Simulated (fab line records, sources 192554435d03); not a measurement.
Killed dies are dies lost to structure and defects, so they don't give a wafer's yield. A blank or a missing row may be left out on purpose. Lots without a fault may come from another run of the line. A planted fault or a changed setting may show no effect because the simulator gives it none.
Split-lot experiment | flow n5_finfet | 7 lots, 21 wafers read, on a route of 1938 steps

THE SPLIT
At N5_BEOL_M7_TRENCH_ETCH_37 (etches SiCOH lowk in C4F6/O2, target depth 93.478 nm, time 31.2 s), the setting time_s was moved away from the recipe's 31.2 s on 11 of the 21 wafers read, by +7.6% to +20.4%. The other wafers ran this setting at the recipe's value.

FROM THE SPLIT TO THE READING: what the file shows between them, 11 steps
- N5_BEOL_M7_ETCH_41: etches SiCN in CH3F/O2, target depth 31.9 nm, time 57.8 s
- N5_BEOL_M7_STRIP_80: strips in N2/H2, time 10 s
- N5_BEOL_M7_OCD_MEAS_38
- N5_BEOL_M7_HM_STRIP_39: strips TiN in peroxide tin strip, target depth 25 nm, time 158 s
- N5_BEOL_M7_SRD_40: time 30 s
- N5_BEOL_M7_ECD_50: material Cu, target thk 300 nm
- N5_BEOL_M7_ANNEAL_51: time 90 s
- N5_BEOL_M7_CMP_52: polishes, stops on SiCOH lowk, t overpolish 6.9 s, target thk 80 nm
- N5_BEOL_M7_THK_MEAS_53: measures by xrf
- N5_BEOL_M7_PRE_CLEAN_55: time 15 s
- N5_BEOL_M7_DEP_56: deposits SiCN from 3MS/NH3, target thk 10 nm, time 17.5 s

THE READING
M7_RS, in ohm/sq, at N5_BEOL_M7_RS_MEAS_57 (measures by four-point-probe). Fault-free wafers of this fab line usually give 0.287 ohm/sq, standard deviation 0.011 ohm/sq.

wafer  | tool, chamber at the split | time_s as run, s | against the recipe | M7_RS, ohm/sq | against lot-mates on the recipe
L075.2 | rie_diel-03, 3             | 37.57            | +20.4%             | 0.234         | -0.059
L075.3 | rie_diel-03, 1             | 37.57            | +20.4%             | 0.229         | -0.064
L075.5 | rie_diel-03, 2             | 31.2             | recipe             | 0.293         | -
L080.1 | rie_diel-02, 1             | 31.2             | recipe             | 0.277         | -
L080.3 | rie_diel-02, 2             | 31.2             | recipe             | 0.290         | -
L080.5 | rie_diel-02, 0             | 31.2             | recipe             | 0.283         | -
L084.1 | rie_diel-02, 3             | 31.2             | recipe             | 0.299         | -
L084.4 | rie_diel-02, 2             | 31.2             | recipe             | 0.289         | -
L084.5 | rie_diel-02, 0             | 31.2             | recipe             | 0.284         | -
L091.1 | rie_diel-02, 0             | 31.2             | recipe             | 0.282         | -
L091.3 | rie_diel-02, 3             | 33.57            | +7.6%              | 0.263         | -0.019
L091.5 | rie_diel-02, 2             | 33.57            | +7.6%              | 0.270         | -0.012
L095.2 | rie_diel-02, 0             | 36.75            | +17.8%             | 0.230         | -0.062
L095.3 | rie_diel-02, 3             | 31.2             | recipe             | 0.292         | -
L095.4 | rie_diel-02, 2             | 36.75            | +17.8%             | 0.232         | -0.060
L096.1 | rie_diel-03, 0             | 34.03            | +9.1%              | 0.250         | no lot-mate on the recipe
L096.4 | rie_diel-03, 3             | 34.03            | +9.1%              | 0.273         | no lot-mate on the recipe
L096.5 | rie_diel-03, 3             | 34.03            | +9.1%              | 0.275         | no lot-mate on the recipe
L097.1 | rie_diel-06, 2             | 31.2             | recipe             | 0.308         | -
L097.2 | rie_diel-06, 3             | 34.73            | +11.3%             | 0.246         | -0.062
L097.6 | rie_diel-06, 0             | 34.73            | +11.3%             | 0.243         | -0.065

THE FIT
A straight line over all 21 wafers: M7_RS changes by -0.0031 ohm/sq for each +1% of time_s; r = -0.94; the points scatter about the line by 0.0089 ohm/sq.
The same after taking each lot's own level away (the mean of its wafers on the recipe; 18 wafers): -0.00341 ohm/sq for each +1%; r = -0.94; scatter 0.011 ohm/sq.
On that fit, the largest move of time_s shifts the reading by 0.07 ohm/sq.
The lots' own levels span 0.2820 to 0.3080 ohm/sq, that is 2.4 times the standard deviation above.
So the lot-to-lot level changes the slope little: the two slopes agree.
Check: with one of the wafers moved furthest among these (+20.4%) left out of the fit, the line predicts -0.0738 ohm/sq for it against its lot-mates. It came out at -0.059 ohm/sq against them.

THE WHOLE CHAIN: every reading that the file lists as answering this split, in the file's order
step                      | what it does                                                        | reading                                                                      | change (the file's fit)               | r (the file's)
N5_BEOL_M7_TRENCH_ETCH_37 | etches SiCOH lowk in C4F6/O2, target depth 93.478 nm, time 31.2 s   | etch.depth_nm (the simulator's own value, which no gauge read)               | +0.922 nm for each +1% of the setting | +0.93
N5_BEOL_M7_TRENCH_ETCH_37 | etches SiCOH lowk in C4F6/O2, target depth 93.478 nm, time 31.2 s   | BEOL_M7.feature_depth_nm (the simulator's own value, which no gauge read)    | +0.921 nm for each +1% of the setting | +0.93
N5_BEOL_M7_OCD_MEAS_38    |                                                                     | trench_depth_nm                                                              | +0.927 nm for each +1% of the setting | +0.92
N5_BEOL_M7_CMP_52         | polishes, stops on SiCOH lowk, t overpolish 6.9 s, target thk 80 nm | Cu_of_BEOL_M7_ECD_50.thk_nm (the simulator's own value, which no gauge read) | +0.962 nm for each +1% of the setting | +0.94
N5_BEOL_M7_THK_MEAS_53    | measures by xrf                                                     | M7_THK                                                                       | +0.947 for each +1% of the setting    | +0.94
N5_BEOL_M7_RS_MEAS_57     | measures by four-point-probe                                        | M7_RS                                                                        | -0.00344 for each +1% of the setting  | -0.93

THE FILE'S OWN FIT
M7_RS changes by -0.00344 ohm/sq for each +1% of time_s, r = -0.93.
